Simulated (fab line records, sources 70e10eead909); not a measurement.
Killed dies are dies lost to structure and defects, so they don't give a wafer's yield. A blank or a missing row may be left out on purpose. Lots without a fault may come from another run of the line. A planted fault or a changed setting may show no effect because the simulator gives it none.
Chamber matching | flow nand_harc | NHARC_P_M1_STRIP_18 on rie_diel-05: 4 sister chambers
The step strips in N2/H2. 8 wafers are shown with their chamber, then 11 later ones without.

WAFERS WITH THEIR CHAMBER
wafer  | chamber | drypump_motor_current_A (A) | oes_product_au (a.u.)
L083.2 | 0       | 5.0                         | 1.020
L083.3 | 2       | 5.3                         | 1.014
L087.3 | 0       | 5.0                         | 1.004
L087.5 | 2       | 5.3                         | 1.008
L089.2 | 3       | 6.0                         | 0.996
L089.3 | 1       | 5.9                         | 1.002
L089.6 | 1       | 5.9                         | 1.000
L090.1 | 3       | 6.1                         | 0.997

WAFERS WITHOUT THEIR CHAMBER
wafer  | drypump_motor_current_A (A) | oes_product_au (a.u.)
L090.4 | 5.3                         | 0.998
L090.5 | 6.1                         | 1.002
L091.2 | 6.1                         | 1.013
L091.3 | 5.0                         | 1.014
L091.4 | 5.3                         | 1.013
L093.2 | 5.3                         | 1.010
L093.3 | 5.9                         | 1.007
L093.6 | 5.3                         | 1.006
L096.1 | 6.1                         | 0.996
L096.3 | 5.3                         | 1.014
L096.6 | 5.9                         | 1.009

WHICH CHAMBER EACH WENT THROUGH
wafer  | from the rows above | in truth
L090.4 | 2                   | 2
L090.5 | 3                   | 3
L091.2 | 3                   | 3
L091.3 | 0                   | 0
L091.4 | 2                   | 2
L093.2 | 2                   | 2
L093.3 | 1                   | 1
L093.6 | 2                   | 2
L096.1 | 3                   | 3
L096.3 | 2                   | 2
L096.6 | 1                   | 1
Placed correctly: 11 of 11. Can't be placed from these rows: 0. Placed wrongly: 0.
How it was worked out, from the rows above alone: a wafer's distance from a chamber is the root of the sum, over the readings, of the square of ((its reading less the chamber's mean) divided by the reading's scatter). The wafer belongs to the nearest chamber; if the next one is less than 2 further off, it can't be placed. A chamber's mean is the mean of its shown wafers. The scatter: the root of (the sum of the squares of (reading less its chamber's mean) over the shown wafers, divided by (wafers less chambers)).
